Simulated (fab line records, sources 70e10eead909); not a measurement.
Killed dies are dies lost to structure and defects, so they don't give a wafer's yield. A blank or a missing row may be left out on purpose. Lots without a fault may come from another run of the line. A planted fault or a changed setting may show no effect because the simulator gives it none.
Chamber matching | flow nand_harc | NHARC_A_CHANNEL_HOLE_D1_ETCH_38 on rie_diel-07: 4 sister chambers
The step etches the open film in CF4, target depth 39 nm, time 65 s. 14 wafers are shown with their chamber, then 7 later ones without.

WAFERS WITH THEIR CHAMBER
wafer  | chamber | oes_product_au (a.u.) | rf_vpp_V (V) | bias_w (W)
L416.2 | 2       | 1.009                 | 151.4        | 100.4
L416.4 | 0       | 1.002                 | 151.9        | 99.7
L416.6 | 1       | 1.005                 | 150.7        | 99.9
L417.2 | 2       | 1.009                 | 153.2        | 99.9
L417.4 | 1       | 0.991                 | 149.3        | 100.3
L417.6 | 2       | 1.010                 | 152.8        | 99.3
L420.1 | 3       | 1.009                 | 152.0        | 99.8
L420.5 | 2       | 1.017                 | 151.1        | 100.2
L420.6 | 1       | 0.997                 | 149.9        | 100.3
L425.2 | 0       | 0.995                 | 151.1        | 100.1
L425.4 | 0       | 0.991                 | 152.0        | 100.1
L425.5 | 2       | 1.009                 | 150.4        | 99.6
L429.3 | 0       | 0.975                 | 152.4        | 100.2
L429.5 | 1       | 1.003                 | 148.8        | 100.2

SIGNATURES (means of the wafers above)
reading        | chamber 0 | chamber 1 | chamber 2 | chamber 3 | scatter within a chamber
oes_product_au | 0.99075   | 0.99900   | 1.01080   | 1.00900   | 0.00749
rf_vpp_V       | 151.850   | 149.675   | 151.780   | 152.000   | 0.92
bias_w         | 100.025   | 100.175   | 99.880    | 99.800    | 0.323
Rule: a wafer's distance from a chamber is the root of the sum, over the readings, of the square of ((its reading less the chamber's mean) divided by the reading's scatter). The wafer belongs to the nearest chamber; if the next one is less than 2 further off, it can't be placed. The scatter: the root of (the sum of the squares of (reading less its chamber's mean) over the shown wafers, divided by (wafers less chambers)).

WAFERS WITHOUT THEIR CHAMBER
wafer  | oes_product_au (a.u.) | rf_vpp_V (V) | bias_w (W)
L429.6 | 0.979                 | 150.7        | 100.2
L436.3 | 1.018                 | 149.6        | 100.2
L436.5 | 1.012                 | 151.5        | 99.4
L436.6 | 1.001                 | 151.5        | 100.4
L438.2 | 1.004                 | 148.8        | 100.3
L438.5 | 0.993                 | 150.6        | 99.6
L438.6 | 1.003                 | 152.5        | 100.2

WHICH CHAMBER EACH WENT THROUGH
wafer  | from the rows above               | in truth
L429.6 | can't be placed: 0 or 1           | 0
L436.3 | can't be placed: 1 or 2 or 3 or 0 | 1
L436.5 | can't be placed: 3 or 2           | 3
L436.6 | can't be placed: 0 or 2 or 1 or 3 | 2
L438.2 | 1                                 | 1
L438.5 | can't be placed: 0 or 1 or 3 or 2 | 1
L438.6 | can't be placed: 3 or 2 or 0 or 1 | 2
Placed correctly: 1 of 7. Can't be placed from these rows: 6 (the true chamber is among the candidates in 6). Placed wrongly: 0.
